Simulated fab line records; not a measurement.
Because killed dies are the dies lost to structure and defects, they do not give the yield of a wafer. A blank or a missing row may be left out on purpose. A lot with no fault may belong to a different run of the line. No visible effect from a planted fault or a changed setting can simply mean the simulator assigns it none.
Matching of chambers ; flow n5 finfet ; N5_BEOL_M9_DEP_56 on pecvd-03 has 3 sister chambers
The step deposits SiCN from 3MS/NH3, target thk 15 nm, time 26.5 s. 3 wafers are shown with their chamber, then 11 later ones without.

== EACH WAFER AND ITS CHAMBER ==
wafer;chamber;throttle valve pct (%)
L086.4;2;8.4
L084.5;0;9.8
L085.1;1;9.5

== WAFERS MISSING THEIR CHAMBER ==
wafer;throttle valve pct (%)
L085.2;8.8
L085.5;9.6
L089.2;8.5
L089.3;9.3
L089.6;9.3
L090.1;9.3
L090.2;9.5
L090.3;8.5
L096.2;9.7
L096.4;9.2
L096.6;8.9

== WHICH CHAMBER EACH WENT THROUGH ==
wafer;from the rows above;in truth
L085.2;can't be placed: 2 or 1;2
L085.5;can't be placed: 1 or 0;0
L089.2;2;2
L089.3;can't be placed: 1 or 0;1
L089.6;can't be placed: 1 or 0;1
L090.1;can't be placed: 1 or 0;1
L090.2;can't be placed: 1 or 0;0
L090.3;2;2
L096.2;can't be placed: 0 or 1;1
L096.4;can't be placed: 1 or 0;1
L096.6;can't be placed: 2 or 1 or 0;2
2 of 11 placed correctly. Can't be placed from these rows: 9 (the true chamber is among the candidates in 9). Number placed wrongly: 0.
How it was worked out, from the rows above alone: a wafer's distance from a chamber is the root of the sum, over the readings, of the square of ((its reading less the chamber's mean) divided by the reading's scatter). The wafer belongs to the nearest chamber; if the next one is less than 2 further off, it can't be placed. For every chamber, the mean is computed from those of its wafers that are shown. The scatter: root of mean squared gap, hidden wafer to nearest shown wafer, with one shown wafer a chamber.
